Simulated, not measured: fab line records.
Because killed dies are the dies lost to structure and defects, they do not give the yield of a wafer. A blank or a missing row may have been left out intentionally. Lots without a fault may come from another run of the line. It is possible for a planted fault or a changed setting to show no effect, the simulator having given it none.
Which tool did it? + flow n5-finfet + 11 lots, 33 wafers sampled, at 3 steps of a route of 1938

WHAT EACH GAUGE READ, for each wafer
N5_MIM_BOT_LITHO_OVL_MEAS_11.
| lot  | measured     | on         | MIM_BOT_OVL (nm) |
|------|--------------|------------|------------------|
| L729 | day 15 12:37 | overlay-01 | 1 2 0            |
| L730 | day 15 16:40 | overlay-02 | 9 1 4            |
| L732 | day 16 01:52 | overlay-01 | -4 -9 -20        |
| L733 | day 16 05:41 | overlay-02 | 8 18 10          |
| L735 | day 16 10:35 | overlay-01 | 0 10 3           |
| L734 | day 16 17:40 | overlay-02 | -3 -4 3          |
| L738 | day 17 09:17 | overlay-02 | 0 6 -2           |
| L744 | day 17 14:07 | overlay-01 | -4 -8 -9         |
| L748 | day 19 21:05 | overlay-02 | -7 -11 -6        |
| L746 | day 20 12:19 | overlay-02 | -6 -6 -1         |
| L747 | day 20 16:16 | overlay-01 | 0 1 2            |

WHAT TOOL EACH LOT RAN ON (gives the tool, then ch and the chambers of the sampled wafers, and finally the start)
| lot  | N5_BEOL_M11_STRIP_36               | N5_MIM_TOP_ETCH_ETCH_00           |
|------|------------------------------------|-----------------------------------|
| L729 | rie-diel-03 ch 0,2, day 14 00:04   | rie-metal-01 ch 0,1, day 15 11:53 |
| L730 | rie-diel-03 ch 0,1,3, day 14 09:09 | rie-metal-01 ch 0,1, day 15 16:04 |
| L732 | rie-diel-06 ch 1,2,3, day 14 16:59 | rie-metal-02 ch 0,1, day 16 01:09 |
| L733 | rie-diel-06 ch 0,1,3, day 14 19:16 | rie-metal-02 ch 0,1, day 16 04:58 |
| L735 | rie-diel-03 ch 2,3, day 14 22:38   | rie-metal-03 ch 0,1, day 16 09:59 |
| L734 | rie-diel-06 ch 0,1,3, day 15 04:50 | rie-metal-02 ch 0,1, day 16 16:59 |
| L738 | rie-diel-06 ch 1,2, day 15 17:26   | rie-metal-01 ch 0,1, day 17 08:41 |
| L744 | rie-diel-03 ch 0,2,3, day 15 17:52 | rie-metal-01 ch 0,1, day 17 13:29 |
| L748 | rie-diel-06 ch 0,1, day 18 10:44   | rie-metal-02 ch 0,1, day 19 20:17 |
| L746 | rie-diel-01 ch 0,2, day 19 03:08   | rie-metal-03 ch 0,1, day 20 11:44 |
| L747 | rie-diel-01 ch 0,1,2, day 19 09:25 | rie-metal-03 ch 1, day 20 15:41   |
- N5_BEOL_M11_STRIP_36: strips in N2/H2.
- N5_MIM_TOP_ETCH_ETCH_00: etches TiN in Cl2/BCl3, target depth 38.5 nm.

THE ANSWER, worked out from the rows above alone
Rule: the lots themselves supply what counts as usual. The widest of any qualifying gaps counts: lots, ordered by their means at a reading, are off when they make up no more than a third of the lots, leave a main group of 4 or more, and stand apart from it by 3 or more times the standard deviation of that group's means. A main group is skipped when, at the precision printed for the reading in the tables above, its means are all equal. Also off: a lot with no number at a reading for which 4 or more lots have one. Where the step has rows for the other lots, those lots are counted as sound.
No lot is off on any of the readings shown, so nothing can be concluded from this.

WHAT THE SIMULATOR HAD PUT IN
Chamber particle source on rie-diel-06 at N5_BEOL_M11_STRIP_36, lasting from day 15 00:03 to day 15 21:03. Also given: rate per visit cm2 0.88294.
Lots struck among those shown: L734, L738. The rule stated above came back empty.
